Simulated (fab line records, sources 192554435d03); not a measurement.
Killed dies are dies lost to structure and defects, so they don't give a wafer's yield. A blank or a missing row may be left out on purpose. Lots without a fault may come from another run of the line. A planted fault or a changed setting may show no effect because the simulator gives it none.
Which tool did it? | flow n5_finfet | 10 lots, 28 wafers sampled, at 6 steps of a route of 1938

WHAT THE GAUGES READ, wafer by wafer
N5_SDB_CD_MEAS_11: target cd 50 nm. Usual: cd_nm 49.0 nm, standard deviation 1.4.
lot  | measured    | on        | cd_nm (nm)     | flag
L481 | day 3 18:54 | cd_sem-01 | 48.4 48.9 47.6 |
L484 | day 4 10:37 | cd_sem-03 | 51.8 50.6 50.2 |
L487 | day 5 05:13 | cd_sem-01 | 48.1 47.8      |
L490 | day 6 00:04 | cd_sem-01 | 41.5 40.5 39.6 | OFF
L491 | day 6 10:06 | cd_sem-03 | 44.4 41.6 41.5 | OFF
L497 | day 8 01:44 | cd_sem-02 | 48.8 49.3      |
L498 | day 8 03:59 | cd_sem-01 | 49.0 50.1 50.1 |
L499 | day 8 05:19 | cd_sem-02 | 49.9 48.7 48.1 |
L500 | day 8 14:11 | cd_sem-03 | 48.9 48.5 48.0 |
L502 | day 8 23:07 | cd_sem-01 | 50.0 52.0 53.2 |

N5_SDB_OVL_MEAS_12. Usual: SDB_OVL -0.1 nm, standard deviation 0.67.
lot  | measured    | on         | SDB_OVL (nm)   | flag
L481 | day 3 18:56 | overlay-01 | -1.7 -1.3 -1.4 |
L484 | day 4 10:39 | overlay-02 | -0.1 0.8 -0.2  |
L487 | day 5 05:14 | overlay-01 | 1.8 0.5        |
L490 | day 6 00:05 | overlay-01 | -0.3 -1.7 -0.5 |
L491 | day 6 10:08 | overlay-01 | 0.1 0.5 -0.8   |
L497 | day 8 01:46 | overlay-02 | -0.3 -0.3      |
L498 | day 8 04:01 | overlay-02 | -0.2 -0.7 0.1  |
L499 | day 8 05:21 | overlay-02 | 0.5 0.5 0.9    |
L500 | day 8 14:13 | overlay-02 | -0.1 0.3 0.4   |
L502 | day 8 23:09 | overlay-02 | 0.5 0.5 -0.9   |

N5_BEOL_M4_RC_MEAS_101. Usual: DIBL_N 36.2 mV/V, standard deviation 2.4; DIBL_P 36.2 mV/V, standard deviation 2.6; IOFF_N 0.16 nA/um, standard deviation 0.045; IOFF_P 0.21 nA/um, standard deviation 0.046; ION_N 674 uA/um, standard deviation 17; ION_P 463 uA/um, standard deviation 11; SS_N 71.5 mV/dec, standard deviation 0.77; SS_P 73.1 mV/dec, standard deviation 0.76; VT_N 250 mV, standard deviation 3.9; VT_P -250 mV, standard deviation 3.9.
lot  | measured     | on        | DIBL_N (mV/V)  | DIBL_P (mV/V)  | IOFF_N (nA/um) | IOFF_P (nA/um) | ION_N (uA/um) | ION_P (uA/um) | SS_N (mV/dec)  | SS_P (mV/dec)  | VT_N (mV)   | VT_P (mV)      | flag
L481 | day 7 21:28  | prober-02 | 39.4 37.9 40.5 | 39.7 38.3 40.5 | 0.20 0.16 0.22 | 0.27 0.24 0.30 | 685 692 695   | 474 480 473   | 72.3 71.5 71.9 | 73.8 72.9 74.1 | 249 249 247 | -244 -249 -245 |
L484 | day 8 10:56  | prober-01 | 36.5 37.6 35.0 | 38.4 38.5 35.3 | 0.18 0.20 0.13 | 0.25 0.26 0.19 | 678 701 649   | 464 476 453   | 71.1 71.8 70.9 | 73.2 73.6 72.6 | 247 245 255 | -246 -246 -250 |
L487 | day 10 22:53 | prober-02 | 36.6 36.7      | 37.4 37.1      | 0.16 0.17      | 0.21 0.20      | 689 683       | 469 461       | 71.8 71.7      | 73.1 73.0      | 249 249     | -250 -253      |
L490 | day 11 03:40 | prober-01 | 40.9 37.9 39.6 | 41.8 38.4 40.5 | 0.28 0.17 0.23 | 0.27 0.20 0.25 | 720 669 676   | 480 458 452   | 72.5 71.7 71.9 | 74.7 74.6 75.0 | 244 251 247 | -247 -252 -249 |
L491 | day 11 05:39 | prober-02 | 34.9 37.4 36.3 | 35.3 36.0 35.8 | 0.14 0.19 0.16 | 0.21 0.22 0.22 | 678 669 669   | 467 460 461   | 71.3 72.6 71.0 | 72.5 73.1 73.3 | 250 248 248 | -248 -251 -249 |
L497 | day 11 19:11 | prober-02 | 34.9 38.4      | 33.0 36.2      | 0.13 0.19      | 0.20 0.26      | 682 638       | 473 453       | 71.2 72.1      | 72.7 73.6      | 251 248     | -248 -246      |
L498 | day 12 12:38 | prober-02 | 37.7 38.0 38.6 | 38.1 37.1 38.9 | 0.20 0.19 0.20 | 0.25 0.23 0.26 | 704 680 692   | 477 468 468   | 71.0 71.1 72.1 | 74.4 73.9 73.7 | 247 249 247 | -249 -250 -247 |
L499 | day 12 15:38 | prober-02 | 37.8 36.7 36.5 | 38.2 37.2 35.5 | 0.20 0.18 0.17 | 0.24 0.22 0.19 | 681 684 670   | 466 465 459   | 71.0 71.7 71.9 | 73.6 73.4 72.6 | 243 248 248 | -247 -251 -249 |
L500 | day 13 04:14 | prober-01 | 34.2 37.1 35.1 | 33.9 35.9 34.9 | 0.14 0.18 0.14 | 0.18 0.22 0.21 | 684 680 660   | 469 471 455   | 70.8 71.7 72.4 | 72.9 73.4 72.9 | 252 252 251 | -252 -249 -246 |
L502 | day 13 12:28 | prober-01 | 34.8 37.0 40.3 | 33.8 35.0 41.5 | 0.12 0.15 0.24 | 0.17 0.19 0.32 | 681 644 707   | 468 444 482   | 71.7 71.8 72.2 | 72.6 72.1 73.8 | 251 253 243 | -254 -253 -244 |

WHICH TOOL RAN EACH LOT (tool, then ch and the chambers of the sampled wafers, then the start)
lot  | N5_SDB_EXPOSE_08                  | N5_SDB_ETCH_18                    | N5_SDB_HM_OPEN_20
L481 | arfi_scanner-02 ch 0, day 3 18:47 | rie_diel-03 ch 0,2,3, day 3 19:04 | rie_diel-03 ch 0,2,3, day 3 19:13
L484 | arfi_scanner-02 ch 0, day 4 10:30 | rie_diel-03 ch 0,1,2, day 4 10:49 | rie_diel-03 ch 0,1,2, day 4 10:58
L487 | arfi_scanner-02 ch 0, day 5 05:06 | rie_diel-03 ch 0, day 5 05:22     | rie_diel-03 ch 0, day 5 05:32
L490 | arfi_scanner-02 ch 0, day 5 23:56 | rie_diel-03 ch 0,2,3, day 6 00:13 | rie_diel-03 ch 0,2,3, day 6 00:22
L491 | arfi_scanner-02 ch 0, day 6 09:58 | rie_diel-05 ch 0,1,3, day 6 10:16 | rie_diel-05 ch 0,1,3, day 6 10:26
L497 | arfi_scanner-03 ch 0, day 8 01:37 | rie_diel-05 ch 2,3, day 8 01:54   | rie_diel-05 ch 2,3, day 8 02:04
L498 | arfi_scanner-01 ch 0, day 8 03:52 | rie_diel-04 ch 1,3, day 8 04:18   | rie_diel-04 ch 1,3, day 8 04:28
L499 | arfi_scanner-01 ch 0, day 8 05:12 | rie_diel-05 ch 1,2,3, day 8 05:38 | rie_diel-05 ch 1,2,3, day 8 05:47
L500 | arfi_scanner-03 ch 0, day 8 14:04 | rie_diel-03 ch 0,2,3, day 8 14:41 | rie_diel-03 ch 0,2,3, day 8 14:51
L502 | arfi_scanner-01 ch 0, day 8 23:00 | rie_diel-04 ch 0,1,2, day 8 23:25 | rie_diel-04 ch 0,1,2, day 8 23:34
- N5_SDB_EXPOSE_08: exposes mask SDB.
- N5_SDB_ETCH_18: etches SOC in N2/H2, target depth 100 nm, overetch 20 nm, time 150 s.
- N5_SDB_HM_OPEN_20: chemistry CH3F/O2, target SiNx, stops on poly-Si, target depth 24 nm.

WHAT THE TOOLS THEMSELVES READ (means of the sampled wafers that have a number; where no wafer has one, the mark that the record gives instead)
N5_SDB_EXPOSE_08. Usual: exposure_dose_mJ_cm2 49.59, standard deviation 0.048.
lot  | tool            | exposure_dose_mJ_cm2 | flag
L481 | arfi_scanner-02 | 49.53                |
L484 | arfi_scanner-02 | 49.55                |
L487 | arfi_scanner-02 | 49.64                |
L490 | arfi_scanner-02 | 46.06                | OFF
L491 | arfi_scanner-02 | 46.81                | OFF
L497 | arfi_scanner-03 | 49.61                |
L498 | arfi_scanner-01 | 49.63                |
L499 | arfi_scanner-01 | 49.64                |
L500 | arfi_scanner-03 | 49.62                |
L502 | arfi_scanner-01 | 49.58                |

N5_SDB_ETCH_18. Usual: drypump_motor_current_A 5.8 A, standard deviation 0.31; oes_product_au 0.72 a.u., standard deviation 0.081; rf_vpp_V 524.4 V, standard deviation 2.4; showerhead_plenum_p_Torr 2.56 Torr, standard deviation 0.095; throttle_valve_pct 17.80 %, standard deviation 0.29.
lot  | tool        | drypump_motor_current_A (A) | oes_product_au (a.u.) | rf_vpp_V (V) | showerhead_plenum_p_Torr (Torr) | throttle_valve_pct (%) | flag
L481 | rie_diel-03 | 5.7                         | 0.74                  | 525.5        | 2.65                            | 17.98                  |
L484 | rie_diel-03 | 6.0                         | 0.68                  | 525.0        | 2.61                            | 18.15                  |
L487 | rie_diel-03 | 5.7                         | 0.61                  | 525.6        | 2.63                            | 18.11                  |
L490 | rie_diel-03 | 5.7                         | 0.72                  | 526.9        | 2.64                            | 18.01                  |
L491 | rie_diel-05 | 5.6                         | 0.69                  | 525.4        | 2.59                            | 17.84                  |
L497 | rie_diel-05 | 5.9                         | 0.74                  | 524.1        | 2.55                            | 17.73                  |
L498 | rie_diel-04 | 6.1                         | 0.74                  | 521.0        | 2.45                            | 17.54                  |
L499 | rie_diel-05 | 5.8                         | 0.73                  | 526.5        | 2.59                            | 17.70                  |
L500 | rie_diel-03 | 5.7                         | 0.78                  | 525.7        | 2.63                            | 17.91                  |
L502 | rie_diel-04 | 5.7                         | 0.68                  | 520.9        | 2.43                            | 17.64                  |

N5_SDB_HM_OPEN_20. Usual: drypump_motor_current_A 5.7 A, standard deviation 0.31; oes_product_au 0.66 a.u., standard deviation 0.076; rf_vpp_V 301 V, standard deviation 11; showerhead_plenum_p_Torr 2.01 Torr, standard deviation 0.073; throttle_valve_pct 16.30 %, standard deviation 0.25.
lot  | tool        | drypump_motor_current_A (A) | oes_product_au (a.u.) | rf_vpp_V (V) | showerhead_plenum_p_Torr (Torr) | throttle_valve_pct (%) | flag
L481 | rie_diel-03 | 5.7                         | 0.68                  | 301          | 2.08                            | 16.42                  |
L484 | rie_diel-03 | 5.9                         | 0.61                  | 307          | 2.06                            | 16.65                  |
L487 | rie_diel-03 | 5.7                         | 0.56                  | 306          | 2.06                            | 16.52                  |
L490 | rie_diel-03 | 5.7                         | 0.66                  | 302          | 2.08                            | 16.46                  |
L491 | rie_diel-05 | 5.6                         | 0.62                  | 307          | 2.03                            | 16.32                  |
L497 | rie_diel-05 | 6.0                         | 0.68                  | 306          | 2.00                            | 16.23                  |
L498 | rie_diel-04 | 6.1                         | 0.68                  | 290          | 1.94                            | 16.22                  |
L499 | rie_diel-05 | 5.8                         | 0.69                  | 310          | 2.04                            | 16.20                  |
L500 | rie_diel-03 | 5.7                         | 0.73                  | 300          | 2.07                            | 16.35                  |
L502 | rie_diel-04 | 5.8                         | 0.63                  | 289          | 1.91                            | 16.15                  |

THE ANSWER, worked out from the rows above alone
Rule: a lot is off if the mean of its wafers that have a number lies more than 3 standard deviations from the usual mean. A lot without any number at a reading at which 4 lots or more have one is off too. The other lots that the step has rows for count as sound. The gauges are gone through in route order, then the tools' own readings, and for those a lot's mean is taken as printed above. The first step at which some lot is off is used, and at that step the reading that is off furthest; a lot without a number counts as furthest.
Off: L490, L491, at N5_SDB_CD_MEAS_11 (cd_nm).
A tool fits if, at a process step before that reading, it ran every lot that is off, and no sound lot after the first of them. The gauges at N5_SDB_CD_MEAS_11 aren't tried: what is off there is off at N5_SDB_EXPOSE_08 too, on other tools, and a gauge's error can't cause that. One fits: arfi_scanner-02 at N5_SDB_EXPOSE_08. Its last sound lot is L487 (day 5 05:06), its first lot that is off L490 (day 5 23:56): a fault that began between those two fits.
The tool's own readings at N5_SDB_EXPOSE_08 bear it out: on the lots that are off they differ by more than 5 times the standard deviation of the sound lots' means. exposure_dose_mJ_cm2 reads 46.44 there against 49.60 on the sound lots.

WHAT THE SIMULATOR HAD PUT IN
Process parameter drift: arfi_scanner-02, from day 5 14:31 on, at N5_SDB_EXPOSE_08. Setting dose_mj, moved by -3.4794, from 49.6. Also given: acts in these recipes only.
Lots struck among those shown: L490, L491. The rule above found the same.
